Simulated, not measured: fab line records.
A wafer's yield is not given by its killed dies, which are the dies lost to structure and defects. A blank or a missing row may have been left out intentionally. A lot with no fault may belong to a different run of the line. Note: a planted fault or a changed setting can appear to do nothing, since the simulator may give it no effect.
Lot-split experiment    flow n5Finfet    39 wafers read across 7 lots, on a route 1938 steps long

== THE SPLIT ITSELF ==
At N5_BEOL_M0_SAQP_DEVELOP_13 (develop time 30 s), the setting developTimeS was moved away from the recipe's 30 s on 15 of the 39 wafers read, by -56.9% to +25.8%. All remaining wafers had this setting at the recipe value.

No step appears in the file between the split and the reading.

== THE READING ==
Shown in nm: cdNm at N5_BEOL_M0_SAQP_CD_MEAS_14, with target cd 42.5 nm. A value of 42.6 nm with a standard deviation of 0.46 nm is what fault-free wafers of this fab line usually give.

wafer   tool, chamber at the split  developTimeS as run, s  against the recipe  cdNm, nm  against lot-mates on the recipe
L074.1  lithoTrack-02, 0            37.74                   +25.8%              42.4      -0.3
L074.2  lithoTrack-02, 0            30                      recipe              43.0      -
L074.3  lithoTrack-02, 0            37.74                   +25.8%              41.8      -0.9
L074.4  lithoTrack-02, 0            37.74                   +25.8%              42.0      -0.7
L074.5  lithoTrack-02, 0            30                      recipe              42.3      -
L074.6  lithoTrack-02, 0            30                      recipe              42.7      -
L078.1  lithoTrack-02, 0            19.3                    -35.7%              43.3      +0.5
L078.2  lithoTrack-02, 0            30                      recipe              43.3      -
L078.3  lithoTrack-02, 0            30                      recipe              42.3      -
L078.4  lithoTrack-02, 0            30                      recipe              42.7      -
L078.5  lithoTrack-02, 0            19.3                    -35.7%              43.4      +0.6
L078.6  lithoTrack-02, 0            19.3                    -35.7%              42.9      +0.1
L083.1  lithoTrack-02, 0            18.23                   -39.2%              44.2      +1.8
L083.2  lithoTrack-02, 0            18.23                   -39.2%              43.9      +1.5
L083.3  lithoTrack-02, 0            30                      recipe              42.4      -
L083.4  lithoTrack-02, 0            30                      recipe              41.9      -
L083.5  lithoTrack-02, 0            18.23                   -39.2%              43.6      +1.2
L083.6  lithoTrack-02, 0            30                      recipe              42.8      -
L088.1  lithoTrack-04, 0            30                      recipe              42.2      -
L088.2  lithoTrack-04, 0            30                      recipe              42.7      -
L088.3  lithoTrack-04, 0            30                      recipe              43.1      -
L088.4  lithoTrack-04, 0            30                      recipe              42.8      -
L088.5  lithoTrack-04, 0            30                      recipe              42.8      -
L088.6  lithoTrack-04, 0            30                      recipe              42.7      -
L089.1  lithoTrack-02, 0            30                      recipe              43.1      -
L089.2  lithoTrack-02, 0            30                      recipe              42.8      -
L089.3  lithoTrack-02, 0            14.37                   -52.1%              44.9      +2.2
L089.4  lithoTrack-02, 0            14.37                   -52.1%              44.5      +1.8
L089.5  lithoTrack-02, 0            30                      recipe              42.1      -
L089.6  lithoTrack-02, 0            14.37                   -52.1%              44.1      +1.4
L092.1  lithoTrack-02, 0            12.92                   -56.9%              44.4      +2.3
L092.2  lithoTrack-02, 0            12.92                   -56.9%              45.0      +2.9
L092.3  lithoTrack-02, 0            12.92                   -56.9%              44.3      +2.2
L092.4  lithoTrack-02, 0            30                      recipe              41.9      -
L092.5  lithoTrack-02, 0            30                      recipe              42.2      -
L092.6  lithoTrack-02, 0            30                      recipe              42.2      -
L095.1  lithoTrack-02, 0            30                      recipe              42.3      -
L095.3  lithoTrack-02, 0            30                      recipe              42.4      -
L095.5  lithoTrack-02, 0            30                      recipe              42.4      -

THE FIT
A straight line over all 39 wafers: cdNm changes by -0.0318 nm for each +1% of developTimeS; r = -0.89; the points scatter about the line by 0.4 nm.
The same after taking each lot's own level away (the mean of its wafers on the recipe; 39 wafers): -0.0344 nm for each +1%; r = -0.90; scatter 0.41 nm.
On that fit, the largest move of developTimeS shifts the reading by 2 nm.
The span of the lots' own levels, 42.10 to 42.77 nm, comes to 1.4 times the standard deviation stated above.
The two slopes are in agreement: the lot-to-lot level therefore moves the slope only a little.
Check: +1.93 nm against its lot-mates is what the line predicts for one of the wafers moved furthest among these (-56.9%) when that wafer is left out of the fit. Against them it came out at +2.3 nm.

== OTHER SPLITS ON THESE WAFERS ==
Other splits were also applied to these wafers ahead of the reading. Each is held against what the fit with the lots' levels taken away leaves over:
other split on the same wafers             wafers away from the commonest value  r with cdNm (lot level and that fit taken away)
N5_FIN_SAQP_PECVD_06 timeS                 12                                    +0.03
N5_SD_EPI_P_EPI_21 epiGrowthTimeS          15                                    +0.05
N5_MOL_CONTACT_COAG_ETCH_124 targetDepthA  15                                    +0.01

== FILE'S OWN FIT ==
cdNm changes by -0.0347 nm for each +1% of developTimeS, r = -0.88.
